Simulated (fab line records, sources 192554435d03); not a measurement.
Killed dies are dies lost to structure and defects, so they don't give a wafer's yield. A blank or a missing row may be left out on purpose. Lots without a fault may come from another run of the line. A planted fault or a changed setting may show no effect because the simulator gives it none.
fab line records | flow n5_finfet
record lots=7 wafers=21
route steps=1938 shown BEOL_M4@1049 BEOL_M6@1194 BEOL_M7@1266
start_h: hours from the record's first day to the start of the lot's first wafer shown | wait_h: hours since the lot's step before | " the same as in the row above | L1.1+2: a row that stands for several wafers | - no value, or no start given | * or withheld: withheld | < > ~ a bound
route shown NAME@n: a module of which the file shows steps, and the number in the route of the first | usual: mean/standard deviation of fault-free wafers | same: alike in all rows | chamber/n: place in a boat | sites: the reading at each site | _std_site: their standard deviation | _edge_site: outer sites' mean less inner sites' | radius_mm: how far each site lies from the wafer's centre | mask NAME#n: copy n | behind: the tool/chamber that last shaped the wafer | hold: why the lot was held/for how many hours/how that ended | device: the transistor (n, p or np) that didn't switch | end of line: the same wafers' tests at the end of the route | a step without rows: its recipe alone | killed: dies lost to structure and defects at the first sort, not the wafer's yield | map: a wafer's dies, x killed, . not, _ none there
set.NAME: the setting as run; set.NAME@STEP: as run at that earlier step | model.NAME: the simulator's own value behind a step, which no gauge read
lots whose settings were changed on purpose; a table a step, a row a wafer
## steps
# step N5_BEOL_M4_COAT_76
# recipe resist=underlayer temp_c=205 time_s=60 spin_rpm=1500 resist_thk_nm=5
# columns lot.wafer tool chamber start_h wait_h set.spin_rpm
L074.2+3+4 litho_track-03 0 - - 1500
L075.3+4+5 litho_track-01 0 - - 1500
L076.2+6 litho_track-02 0 - - 1346
L076.5 " 0 " " 1500
L087.1+2+4 litho_track-01 0 - - 1664
L093.2+3 litho_track-03 0 - - 1500
L093.4 " 0 " " 1413
L094.1+2 litho_track-02 0 - - 1500
L094.5 " 0 " " 1562
L095.3+4+5 litho_track-03 0 - - 1500
# step N5_BEOL_M4_DESCUM_33
# recipe chemistry=O2 time_s=7 source_power_w=50 bias_power_w=20 pressure_mtorr=20 rf_frequency_hz=2.712e+07 temp_c=40 resist=CAR-EUV o2_flow_sccm=225
# columns lot.wafer tool chamber start_h wait_h set.time_s
L074.2 rie_diel-04 1 155.11 0.0 7
L074.3+4 " 0,3 " " 7.504
L075.3+4+5 rie_diel-04 0,1,2 163.12 0.0 7
L076.2+5+6 rie_diel-04 2,3,0 163.30 0.0 7
L087.1+2+4 rie_diel-04 0,2,1 238.31 0.0 7
L093.2+4 rie_diel-04 3,1 276.61 0.0 7.877
L093.3 " 0 " " 7
L094.1+2+5 rie_diel-05 2,1,1 279.72 0.0 7
L095.3+4+5 rie_diel-05 1,2,0 285.97 0.0 7
# step N5_BEOL_M4_ETCH_77
# recipe chemistry=N2/H2 target=underlayer target_depth_a=65 mask_material=CAR-EUV time_s=5.2 ion_energy_ev=200 pressure_mtorr=30 source_w=840 bias_w=150 n2_flow_sccm=200 h2_flow_sccm=200 ends=cleared
# columns lot.wafer tool chamber start_h wait_h set.spin_rpm@BEOL_M4_COAT_76 set.time_s@BEOL_M4_DESCUM_33 model.CAR-EUV_of_BEOL_M4_COAT_22.thk_nm model.etch.depth_nm
L074.2 rie_diel-04 1 155.14 0.0 1500 7 20.4 4.98
L074.3 " 0 " " 1500 7.504 20.2 4.99
L074.4 " 3 " " 1500 7.504 20 4.99
L075.3 rie_diel-04 0 163.16 0.0 1500 7 20.4 5.027
L075.4 " 1 " " 1500 7 20.4 5.035
L075.5 " 2 " " 1500 7 20.4 5.015
L076.2 rie_diel-04 2 163.34 0.0 1346 7 20 5.285
L076.5 " 3 " " 1500 7 20.2 5.02
L076.6 " 0 " " 1346 7 20 5.284
L087.1 rie_diel-04 0 238.35 0.0 1664 7 20.6 4.751
L087.2 " 2 " " 1664 7 20.6 4.735
L087.4 " 1 " " 1664 7 20.6 4.742
L093.2 rie_diel-04 3 276.65 0.0 1500 7.877 19.8 4.989
L093.3 " 0 " " 1500 7 20.4 4.984
L093.4 " 1 " " 1413 7.877 19.8 5.137
L094.1 rie_diel-05 2 279.75 0.0 1500 7 20.4 5.023
L094.2 " 1 " " 1500 7 20.4 5.006
L094.5 " 1 " " 1562 7 20.6 4.915
L095.3 rie_diel-05 1 286.00 0.0 1500 7 20.2 4.991
L095.4 " 2 " " 1500 7 20.4 4.976
L095.5 " 0 " " 1500 7 20.2 4.989
# step N5_BEOL_M6_ILD_DEP_00
# recipe material=SiCOH_lowk target_thk_a=1797.5 temp_c=300 precursor=DEMS/porogen pressure_torr=5 rf_w=500 time_s=33.4
# columns lot.wafer tool chamber start_h wait_h set.time_s model.SiCOH_lowk_of_BEOL_M6_ILD_DEP_00.thk_nm
L074.2 pecvd-03 2 180.05 0.0 36.76 195.2
L074.3 " 0 " " 36.76 196.6
L074.4 " 2 " " 33.4 182.4
L075.3 pecvd-02 2 182.81 0.0 33.4 178.6
L075.4 " 1 " " 33.4 178.8
L075.5 " 0 " " 33.4 176.6
L076.2 pecvd-01 1 192.59 0.0 37.56 198.4
L076.5 " 1 " " 33.4 180.2
L076.6 " 2 " " 37.56 201.6
L087.1 pecvd-02 1 258.48 0.0 33.4 176
L087.2 " 0 " " 34.76 186
L087.4 " 0 " " 33.4 179.4
L093.2 pecvd-01 1 293.76 0.0 29.63 158.4
L093.3 " 1 " " 29.63 161.6
L093.4 " 2 " " 29.63 160
L094.1 pecvd-03 1 301.12 0.0 35.12 185.2
L094.2 " 2 " " 33.4 176.2
L094.5 " 0 " " 33.4 181
L095.3 pecvd-01 0 304.34 0.0 33.4 178.8
L095.4+5 " 2,0 " " 33.4 181.6
# step N5_BEOL_M6_CURE_74
# recipe temp_c=385 time_s=240 ambient=He/Ar material=SiCOH_lowk
# columns lot.wafer tool chamber start_h wait_h set.time_s@BEOL_M6_ILD_DEP_00 model.SiCOH_lowk_of_BEOL_M6_ILD_DEP_00.thk_nm
L074.2 uv_cure-03 1 180.20 0.1 36.76 168.6
L074.3 " 1 " " 36.76 169.8
L074.4 " 1 " " 33.4 157.2
L075.3 uv_cure-02 2 183.19 0.4 33.4 154
L075.4 " 2 " " 33.4 154.2
L075.5 " 2 " " 33.4 152.4
L076.2 uv_cure-01 0 192.73 0.1 37.56 171.4
L076.5 " 0 " " 33.4 155.4
L076.6 " 0 " " 37.56 174.2
L087.1 uv_cure-01 1 258.92 0.4 33.4 151.8
L087.2 " 1 " " 34.76 160.4
L087.4 " 1 " " 33.4 154.8
L093.2 uv_cure-03 0 294.08 0.3 29.63 136.4
L093.3 " 0 " " 29.63 139.2
L093.4 " 0 " " 29.63 137.8
L094.1 uv_cure-01 0 301.18 0.0 35.12 159.8
L094.2 " 0 " " 33.4 152
L094.5 " 0 " " 33.4 156
L095.3 uv_cure-02 1 304.57 0.2 33.4 154.2
L095.4+5 " 1 " " 33.4 156.6
# step N5_BEOL_M6_THK_MEAS_01
# recipe reads=SiCOH_lowk_of_BEOL_M6_ILD_DEP_00
# usual M6_ILD_THK=154.9/2.1
# columns lot.wafer tool chamber start_h wait_h set.time_s@BEOL_M6_ILD_DEP_00 M6_ILD_THK[nm]
L074.2 film_metro-01 - 180.63 0.4 36.76 168.6
L074.3 " - " " 36.76 169.7
L074.4 " - " " 33.4 157.3
L075.3 film_metro-02 - 183.88 0.5 33.4 154.1
L075.4 " - " " 33.4 154.1
L075.5 " - " " 33.4 152.4
L076.2 film_metro-02 - 193.17 0.4 37.56 171.4
L076.5 " - " " 33.4 155.4
L076.6 " - " " 37.56 174.1
L087.1 film_metro-02 - 259.43 0.4 33.4 151.9
L087.2 " - " " 34.76 160.4
L087.4 " - " " 33.4 154.8
L093.2 film_metro-02 - 294.51 0.4 29.63 136.2
L093.3 " - " " 29.63 139.1
L093.4 " - " " 29.63 137.9
L094.1 film_metro-01 - 301.69 0.4 35.12 159.8
L094.2 " - " " 33.4 151.9
L094.5 " - " " 33.4 156.0
L095.3 film_metro-02 - 304.92 0.3 33.4 154.1
L095.4 " - " " 33.4 156.7
L095.5 " - " " 33.4 156.7
# step N5_BEOL_M6_EXPOSE_08
# recipe mask_id=M6 na=1.35 source_shape=dipole sigma_inner=0.817 sigma_outer=0.97 polarization=te dose_mj=68.25
# columns lot.wafer tool chamber start_h wait_h mask set.dose_mj
L074.2+4 arfi_scanner-01 0 182.37 - M6#0 68.25
L074.3 " 0 " " M6#0 70.92
L075.3+4 arfi_scanner-02 0 185.73 - M6#0 63.93
L075.5 " 0 " " M6#0 68.25
L076.2 arfi_scanner-03 0 195.80 - M6#0 68.25
L076.5+6 " 0 " " M6#0 65.04
L087.1+2 arfi_scanner-01 0 260.30 - M6#0 69.68
L087.4 " 0 " " M6#0 68.25
L093.2 arfi_scanner-01 0 295.02 - M6#0 66.63
L093.3+4 " 0 " " M6#0 68.25
L094.1+2+5 arfi_scanner-03 0 303.15 - M6#0 68.25
L095.3+4+5 arfi_scanner-01 0 308.26 - M6#0 68.25
# step N5_BEOL_M6_PEB_09
# recipe peb_temp_c=withheld peb_time_s=60 resist=CAR-ArF
# step N5_BEOL_M6_DEVELOP_10
# recipe develop_time_s=30 developer=TMAH resist=CAR-ArF rinse_liquid=diw dry=air_spin dev_temp_c=23
# step N5_BEOL_M6_CD_MEAS_11
# recipe target_cd_nm=38.5 landing_energy_ev=500 detector=se_inlens polarity=opening
# usual cd_nm=38.4/0.51
# columns lot.wafer tool chamber start_h wait_h set.dose_mj@BEOL_M6_EXPOSE_08 cd_nm
L074.2 cd_sem-01 0 182.49 - 68.25 38.6
L074.3 " 0 " " 70.92 40.9
L074.4 " 0 " " 68.25 39.0
L075.3 cd_sem-02 0 185.85 - 63.93 35.9
L075.4 " 0 " " 63.93 35.5
L075.5 " 0 " " 68.25 38.9
L076.2 cd_sem-01 0 195.92 - 68.25 38.1
L076.5 " 0 " " 65.04 36.0
L076.6 " 0 " " 65.04 36.0
L087.1 cd_sem-03 0 260.42 - 69.68 40.0
L087.2 " 0 " " 69.68 38.7
L087.4 " 0 " " 68.25 38.4
L093.2 cd_sem-01 0 295.15 - 66.63 37.1
L093.3 " 0 " " 68.25 37.8
L093.4 " 0 " " 68.25 38.4
L094.1 cd_sem-02 0 303.28 - 68.25 38.9
L094.2 " 0 " " 68.25 38.9
L094.5 " 0 " " 68.25 38.3
L095.3 cd_sem-02 0 308.38 - 68.25 38.8
L095.4 " 0 " " 68.25 38.6
L095.5 " 0 " " 68.25 37.7
# step N5_BEOL_M6_DESCUM_16
# recipe chemistry=O2 time_s=7.9 source_power_w=50 bias_power_w=20 pressure_mtorr=20 rf_frequency_hz=2.712e+07 temp_c=40 resist=CAR-ArF o2_flow_sccm=225
# step N5_BEOL_M6_ETCH_61
# recipe chemistry=CF4 target=SiARC target_depth_a=455 mask_material=CAR-ArF time_s=75.8 ion_energy_ev=80 pressure_mtorr=40 source_w=545 bias_w=36 Ar_flow_sccm=100 cf4_flow_sccm=100 ends=cleared
# columns lot.wafer tool chamber start_h wait_h set.dose_mj@BEOL_M6_EXPOSE_08 model.BEOL_M6.cd_offset_nm
L074.2 rie_diel-06 1 182.62 0.0 68.25 0.4
L074.3 " 3 " " 70.92 2.8
L074.4 " 0 " " 68.25 0.2
L075.3 rie_diel-04 3 185.97 0.0 63.93 -2.4
L075.4 " 2 " " 63.93 -2.8
L075.5 " 1 " " 68.25 0.6
L076.2 rie_diel-06 0 196.04 0.0 68.25 -0.2
L076.5+6 " 3,0 " " 65.04 -2.6
L087.1 rie_diel-06 1 260.55 0.0 69.68 1
L087.2 " 2 " " 69.68 0
L087.4 " 2 " " 68.25 0
L093.2 rie_diel-06 0 295.28 0.0 66.63 -1.8
L093.3 " 2 " " 68.25 -0.6
L093.4 " 3 " " 68.25 0.2
L094.1 rie_diel-04 3 303.46 0.0 68.25 0.4
L094.2 " 1 " " 68.25 0.6
L094.5 " 3 " " 68.25 0
L095.3 rie_diel-06 1 308.50 0.0 68.25 0.2
L095.4 " 0 " " 68.25 -0.4
L095.5 " 0 " " 68.25 -1.4
# step N5_BEOL_M6_ETCH_62
# recipe chemistry=N2/H2 target=SOC target_depth_a=1100 overetch_a=220 mask_material=SiARC temp_c=40 time_s=165 ion_energy_ev=200 pressure_mtorr=30 source_w=840 bias_w=150 n2_flow_sccm=200 h2_flow_sccm=200
# columns lot.wafer tool chamber start_h wait_h set.dose_mj@BEOL_M6_EXPOSE_08 model.BEOL_M6.cd_offset_nm
L074.2+4 rie_diel-06 1,0 182.67 0.0 68.25 0.2
L074.3 " 3 " " 70.92 3
L075.3 rie_diel-04 3 186.03 0.0 63.93 -2
L075.4 " 2 " " 63.93 -2.4
L075.5 " 1 " " 68.25 0.6
L076.2 rie_diel-06 0 196.10 0.0 68.25 -0.2
L076.5+6 " 3,0 " " 65.04 -2.6
L087.1 rie_diel-06 1 260.60 0.0 69.68 1
L087.2 " 2 " " 69.68 -0.2
L087.4 " 2 " " 68.25 -0.4
L093.2 rie_diel-06 0 295.34 0.0 66.63 -1.6
L093.3 " 2 " " 68.25 -0.6
L093.4 " 3 " " 68.25 0.4
L094.1 rie_diel-04 3 303.51 0.0 68.25 0.6
L094.2 " 1 " " 68.25 0
L094.5 " 3 " " 68.25 0.2
L095.3 rie_diel-06 1 308.56 0.0 68.25 0
L095.4 " 0 " " 68.25 -0.4
L095.5 " 0 " " 68.25 -1.2
# step N5_BEOL_M6_STRIP_68
# recipe chemistry=N2/H2 temp_c=40 n2_flow_sccm=200 h2_flow_sccm=200 rf_frequency_hz=6e+07
# step N5_BEOL_M6_STRIP_67
# recipe chemistry=CF4 resist=SiARC power_w=300 bias_power_w=75 pressure_mtorr=50 cf4_flow_sccm=150 rf_frequency_hz=6e+07
# step N5_BEOL_M6_HM_OPEN_17
# recipe chemistry=Cl2/BCl3 target_depth_a=200 overetch_a=60 target=TiN mask_material=SOC ion_energy_ev=150 pressure_mtorr=10 icp_w=1000 bias_w=126 Cl2_flow_sccm=53.25 bcl3_flow_sccm=21.75 Ar_flow_sccm=25
# columns lot.wafer tool chamber start_h wait_h set.dose_mj@BEOL_M6_EXPOSE_08 model.BEOL_M6.cd_offset_nm
L074.2+4 rie_metal-02 0 182.87 0.0 68.25 0.2
L074.3 " 1 " " 70.92 3
L075.3 rie_metal-02 0 186.24 0.1 63.93 -2
L075.4 " 1 " " 63.93 -2.4
L075.5 " 0 " " 68.25 0.6
L076.2 rie_metal-02 0 196.28 0.0 68.25 -0.2
L076.5+6 " 1,0 " " 65.04 -2.6
L087.1 rie_metal-02 1 260.79 0.0 69.68 1
L087.2 " 0 " " 69.68 -0.2
L087.4 " 0 " " 68.25 -0.2
L093.2 rie_metal-01 0 295.53 0.0 66.63 -1.4
L093.3 " 0 " " 68.25 -0.4
L093.4 " 1 " " 68.25 0.4
L094.1 rie_metal-02 0 303.70 0.0 68.25 0.6
L094.2 " 0 " " 68.25 0.2
L094.5 " 0 " " 68.25 0.4
L095.3 rie_metal-02 0 308.81 0.1 68.25 0.2
L095.4 " 0 " " 68.25 -0.4
L095.5 " 0 " " 68.25 -1
# step N5_BEOL_M6_STRIP_19
# recipe chemistry=O2 power_w=400 temp_c=40 pressure_mtorr=30 rf_frequency_hz=6e+07 bias_power_w=0 overash_fraction=0.2 o2_flow_sccm=225
# step N5_BEOL_M6_CD_MEAS_18
# recipe pitch_nm=80 target_cd_nm=40
# usual cd_nm=39.9/0.6
# columns lot.wafer tool chamber start_h wait_h set.dose_mj@BEOL_M6_EXPOSE_08 cd_nm
L074.2 cd_sem-01 - 183.05 0.1 68.25 40.2
L074.3 " - " " 70.92 43.0
L074.4 " - " " 68.25 40.1
L075.3 cd_sem-02 - 186.40 0.1 63.93 37.8
L075.4 " - " " 63.93 37.4
L075.5 " - " " 68.25 40.7
L076.2 cd_sem-02 - 196.47 0.1 68.25 39.6
L076.5 " - " " 65.04 37.6
L076.6 " - " " 65.04 37.7
L087.1 cd_sem-01 - 260.97 0.0 69.68 40.7
L087.2 " - " " 69.68 39.9
L087.4 " - " " 68.25 39.5
L093.2 cd_sem-03 - 295.71 0.1 66.63 38.6
L093.3 " - " " 68.25 39.4
L093.4 " - " " 68.25 40.8
L094.1 cd_sem-03 - 304.15 0.0 68.25 40.8
L094.2 " - " " 68.25 40.3
L094.5 " - " " 68.25 40.5
L095.3 cd_sem-01 - 309.02 0.1 68.25 40.2
L095.4 " - " " 68.25 39.6
L095.5 " - " " 68.25 39.1
# step N5_BEOL_M6_COAT_63
# recipe resist=SOC temp_c=250 time_s=60 spin_rpm=1500 resist_thk_nm=60
# step N5_BEOL_M6_COAT_64
# recipe resist=SiARC temp_c=220 time_s=60 spin_rpm=1500 resist_thk_nm=12
# step N5_BEOL_M6_PRECLEAN_42
# recipe chemistry=residue_remover time_s=60 temp_c=40
# step N5_BEOL_M6_SRD_43
# recipe time_s=30 temp_c=23 rinse_liquid=diw dry=ipa_marangoni
# step N5_BEOL_M6_CD_MEAS_35
# recipe target_cd_nm=40 target_cd_y_nm=28 polarity=opening
# usual cd_nm=39.9/0.64
# columns lot.wafer tool chamber start_h wait_h set.dose_mj@BEOL_M6_EXPOSE_08 cd_nm
L074.2 cd_sem-03 - 185.57 0.0 68.25 40.0
L074.3 " - " " 70.92 42.7
L074.4 " - " " 68.25 39.9
L075.3 cd_sem-02 - 187.56 0.0 63.93 38.2
L075.4 " - " " 63.93 37.1
L075.5 " - " " 68.25 40.2
L076.2 cd_sem-03 - 198.83 0.0 68.25 39.6
L076.5 " - " " 65.04 37.2
L076.6 " - " " 65.04 37.7
L087.1 cd_sem-03 - 262.94 0.0 69.68 41.0
L087.2 " - " " 69.68 39.4
L087.4 " - " " 68.25 39.4
L093.2 cd_sem-02 - 297.49 0.0 66.63 38.5
L093.3 " - " " 68.25 39.5
L093.4 " - " " 68.25 40.4
L094.1 cd_sem-01 - 307.81 0.0 68.25 40.6
L094.2 " - " " 68.25 40.0
L094.5 " - " " 68.25 40.4
L095.3 cd_sem-01 - 310.46 0.0 68.25 40.1
L095.4 " - " " 68.25 39.5
L095.5 " - " " 68.25 38.6
# step N5_BEOL_M7_PECVD_70
# recipe material=SiO2 target_thk_a=200 temp_c=400 precursor=TEOS/O2 pressure_torr=5.5 rf_w=450 teos_flow_sccm=53.8 gas=O2 flow_sccm=3000 time_s=22.7
# columns lot.wafer tool chamber start_h wait_h set.time_s model.SiO2_of_BEOL_M7_PECVD_70.thk_nm
L074.2 pecvd-04 0 189.52 0.0 22.7 19.6
L074.3 " 1 " " 22.7 19.8
L074.4 " 2 " " 22.7 20.2
L075.3 pecvd-02 2 190.30 0.0 22.7 20
L075.4 " 0 " " 25.52 22.6
L075.5 " 1 " " 22.7 20.2
L076.2 pecvd-01 1 201.47 0.0 22.7 19.4
L076.5 " 0 " " 22.7 19.8
L076.6 " 2 " " 22.7 20.2
L087.1 pecvd-01 1 265.74 0.0 22.7 19.4
L087.2 " 2 " " 22.7 19.8
L087.4 " 2 " " 22.7 20
L093.2 pecvd-02 0 301.10 0.0 22.7 19.8
L093.3 " 1 " " 20.49 17.6
L093.4 " 2 " " 22.7 20
L094.1 pecvd-02 0 311.11 0.0 25.99 22.4
L094.2 " 1 " " 22.7 19.8
L094.5 " 0 " " 25.99 23
L095.3+5 pecvd-02 0 313.70 0.0 22.7 20
L095.4 " 2 " " 22.7 19.8
# step N5_BEOL_M7_COAT_22
# recipe resist=CAR-EUV spin_rpm=1500 resist_thk_nm=30
# columns lot.wafer tool chamber start_h wait_h set.spin_rpm model.CAR-EUV_of_BEOL_M7_COAT_22.thk_nm
L074.2+3 litho_track-03 0 - - 1383 31.4
L074.4 " 0 " " 1500 30
L075.3+4+5 litho_track-03 0 - - 1500 30
L076.2 litho_track-03 0 - - 1569 29.4
L076.5+6 " 0 " " 1500 30
L087.1 litho_track-03 0 - - 1500 30
L087.2+4 " 0 " " 1500 29.8
L093.2 litho_track-03 0 - - 1578 29.2
L093.3+4 " 0 " " 1500 30
L094.1 litho_track-05 0 - - 1500 30
L094.2 " 0 " " 1452 30.6
L094.5 " 0 " " 1500 30.2
L095.3+5 litho_track-02 0 - - 1500 30
L095.4 " 0 " " 1500 29.8
## key
split step=N5_BEOL_M4_COAT_76 setting=spin_rpm stated=1500 by=wafer
response step=N5_BEOL_M4_ETCH_77 reading=model.etch.depth_nm change=-0.0256 per=1% r=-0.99
split step=N5_BEOL_M4_DESCUM_33 setting=time_s stated=7 by=wafer
response step=N5_BEOL_M4_ETCH_77 reading=model.CAR-EUV_of_BEOL_M4_COAT_22.thk_nm change=-0.0463 per=1% r=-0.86
split step=N5_BEOL_M6_ILD_DEP_00 setting=time_s stated=33.4 by=wafer
response step=N5_BEOL_M6_ILD_DEP_00 reading=model.SiCOH_lowk_of_BEOL_M6_ILD_DEP_00.thk_nm change=+1.5 per=1% r=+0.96
response step=N5_BEOL_M6_CURE_74 reading=model.SiCOH_lowk_of_BEOL_M6_ILD_DEP_00.thk_nm change=+1.32 per=1% r=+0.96
response step=N5_BEOL_M6_THK_MEAS_01 reading=M6_ILD_THK change=+1.32 per=1% r=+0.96
split step=N5_BEOL_M6_EXPOSE_08 setting=dose_mj stated=68.25 by=wafer
response step=N5_BEOL_M6_CD_MEAS_11 reading=cd_nm change=+0.481 per=1% r=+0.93
response step=N5_BEOL_M6_ETCH_61 reading=model.BEOL_M6.cd_offset_nm change=+0.528 per=1% r=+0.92
response step=N5_BEOL_M6_ETCH_62 reading=model.BEOL_M6.cd_offset_nm change=+0.517 per=1% r=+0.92
response step=N5_BEOL_M6_HM_OPEN_17 reading=model.BEOL_M6.cd_offset_nm change=+0.509 per=1% r=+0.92
response step=N5_BEOL_M6_CD_MEAS_18 reading=cd_nm change=+0.518 per=1% r=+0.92
response step=N5_BEOL_M6_CD_MEAS_35 reading=cd_nm change=+0.478 per=1% r=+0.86
split step=N5_BEOL_M7_PECVD_70 setting=time_s stated=22.7 by=wafer
response step=N5_BEOL_M7_PECVD_70 reading=model.SiO2_of_BEOL_M7_PECVD_70.thk_nm change=+0.208 per=1% r=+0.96
split step=N5_BEOL_M7_COAT_22 setting=spin_rpm stated=1500 by=wafer
response step=N5_BEOL_M7_COAT_22 reading=model.CAR-EUV_of_BEOL_M7_COAT_22.thk_nm change=-0.163 per=1% r=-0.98
